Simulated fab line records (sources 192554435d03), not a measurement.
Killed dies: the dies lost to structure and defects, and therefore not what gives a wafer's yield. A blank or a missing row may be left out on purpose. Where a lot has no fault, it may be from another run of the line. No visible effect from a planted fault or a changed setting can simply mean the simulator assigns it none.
Chamber matching    flow n5_finfet    3 sister chambers for N5_BEOL_M13_DEP_53 on pecvd-01
The step deposits SiCN from 3MS/NH3, target thk 50 nm, time 17.8 s. 3 wafers are shown with their chamber, then 8 later ones without.

EACH WAFER AND ITS CHAMBER
wafer   chamber  showerhead_plenum_p_Torr (Torr)
L086.4  1        4.174
L089.3  0        4.185
L092.1  2        4.114

WAFERS WITHOUT THEIR CHAMBER
wafer   showerhead_plenum_p_Torr (Torr)
L092.2  4.193
L092.3  4.173
L093.2  4.164
L093.3  4.197
L093.4  4.110
L095.2  4.178
L095.3  4.190
L095.4  4.199

WHICH CHAMBER EACH ONE RAN IN
wafer   from the rows above      in truth
L092.2  can't be placed: 0 or 1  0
L092.3  can't be placed: 1 or 0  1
L093.2  can't be placed: 1 or 0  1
L093.3  can't be placed: 0 or 1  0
L093.4  2                        2
L095.2  can't be placed: 1 or 0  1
L095.3  can't be placed: 0 or 1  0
L095.4  can't be placed: 0 or 1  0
Correct placement for 1 of the 8. Cannot be placed on the basis of these rows: 7; the candidates contain the true chamber in 7. Placed wrongly: 0.
How it was worked out, from the rows above alone: a wafer's distance from a chamber is the root of the sum, over the readings, of the square of ((its reading less the chamber's mean) divided by the reading's scatter). If the next closest chamber is less than 2 further off than the closest, the wafer can't be placed; otherwise it belongs to the closest. For every chamber, the mean is computed from those of its wafers that are shown. The scatter (one wafer shown for each chamber): square how far every hidden wafer sits from the nearest shown wafer, average those squares and take the square root.
